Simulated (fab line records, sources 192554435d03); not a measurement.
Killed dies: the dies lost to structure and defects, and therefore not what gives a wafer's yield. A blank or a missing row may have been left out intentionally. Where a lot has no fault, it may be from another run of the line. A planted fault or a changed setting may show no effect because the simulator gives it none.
Struck lot and sound lot, side by side	flow n5_finfet	16 steps out of a route of 1938
Sound: wafers L905.2, L905.4, L905.6. Struck: wafer L895.6 (left out: L895.1, L895.3 of the same lot, which were not struck); the cause appears at the end.
Order at every step that has rows: each side's tool, ch and its chambers, its first start. Under that, the readings that differ: sound wafers	struck wafers	difference of the means	sigmas: that difference in standard deviations of wafers without a fault.
alike: words and numbers the same on both sides, and readings whose means are apart by under 2 such deviations; not compared: readings that were withheld, readings missing a value for some wafer, numbers with overlapping values and no deviation given by the record, and bounds like >300 which may hide the same value.
The two part at a step that has a row with sigmas, a row that says differs or no value, or rows on one side only. When numbers do not overlap yet have no deviation, they are printed without sigmas and do not part them. A reading that every wafer of one side lacks parts them only if that side has two wafers or more.

first, 9 steps without rows for these wafers: N5_BEOL_M15_COAT_60 (time 60 s, resist thk 89 nm); N5_BEOL_M15_COAT_22 (resist thk 800 nm); N5_BEOL_M15_EBR_24; N5_BEOL_M15_SOFTBAKE_23 (time 60 s); N5_BEOL_M15_EXPOSE_25 (exposes mask M15, target cd 400 nm); N5_BEOL_M15_PEB_26 (peb time 90 s); N5_BEOL_M15_DEVELOP_27 (develop time 45 s); N5_BEOL_M15_HARDBAKE_32 (time 120 s); N5_BEOL_M15_DESCUM_33 (chemistry O2, time 7.9 s).
N5_BEOL_M15_ETCH_61: etches BARC in N2/H2, target depth 89 nm, overetch 26.7 nm, time 67.9 s.
  sound on rie_diel-04 ch 1,2, day 17 19:41; struck on rie_diel-06 ch 2, day 14 05:37
reading	sound	struck	difference	sigmas
oes_product_au (a.u.)	0.70 0.76 0.72	0.59	-0.14	-2
model.coat_of_BEOL_M15_COAT_22.thk_nm (nm)	717.4 716.4 717	683.4	-33.5	
model.BEOL_M15.cd_nm (nm)	400.6 401.6 399.6	402.6	+2.0	
  alike: drypump_motor_current_A, rf_vpp_V, showerhead_plenum_p_Torr, throttle_valve_pct
  not compared: rf_hours_counter_h
N5_BEOL_M15_TRENCH_ETCH_34: etches SiO2 in C4F8/O2/Ar, target depth 872.93 nm, time 199 s.
  sound on rie_diel-04 ch 1,2, day 17 19:44; struck on rie_diel-06 ch 2, day 14 05:40
reading	sound	struck	difference	sigmas
oes_f_703_au (a.u.)	0.84 0.89 0.83	0.68	-0.17	-2
oes_product_au (a.u.)	0.84 0.90 0.84	0.68	-0.18	-2
rf_vpp_V (V)	2194 2257 2193	2263	+48	+2
model.coat_of_BEOL_M15_COAT_22.thk_nm (nm)	538.4 538.8 539	512.2	-26.5	
  alike: C4F8_flow_sccm, O2_flow_sccm, drypump_motor_current_A, he_inner_torr, mfc_ar_sccm, showerhead_plenum_p_Torr, throttle_valve_pct
  not compared: rf_hours_counter_h
then, 3 steps without rows for these wafers: N5_BEOL_M15_STRIP_36 (strips in O2); N5_BEOL_M15_STRIP_62 (strips in O2); N5_BEOL_M15_STRIP_37 (strips in O2).
N5_BEOL_M15_ETCH_38: etches SiCN in CF4/N2, target depth 106.4 nm, time 120.5 s.
  sound: rie_diel-06 ch 0,1,2; struck: rie_diel-05 ch 2
reading	sound	struck	difference	sigmas
model.BEOL_M15.cd_nm (nm)	401 401.6 400.2	402.6	+1.7	
  alike: cf4_flow_sccm, drypump_motor_current_A, mfc_ar_sccm, oes_product_au, rf_vpp_V, showerhead_plenum_p_Torr, throttle_valve_pct
  not compared: rf_hours_counter_h
then, 1 step without rows for these wafers: N5_BEOL_M15_PRECLEAN_39 (cleans in residue remover, time 60 s).

== WHERE THEY PART ==
At N5_BEOL_M15_ETCH_61 first; at N5_BEOL_M15_TRENCH_ETCH_34 last (within this record only). Later steps at which nothing parts them and some readings are alike: N5_BEOL_M15_ETCH_38.

WHY: whatever the simulator had introduced
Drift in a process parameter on rie_diel-06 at N5_BEOL_M15_ETCH_61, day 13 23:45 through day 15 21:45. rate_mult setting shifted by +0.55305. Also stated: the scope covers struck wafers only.
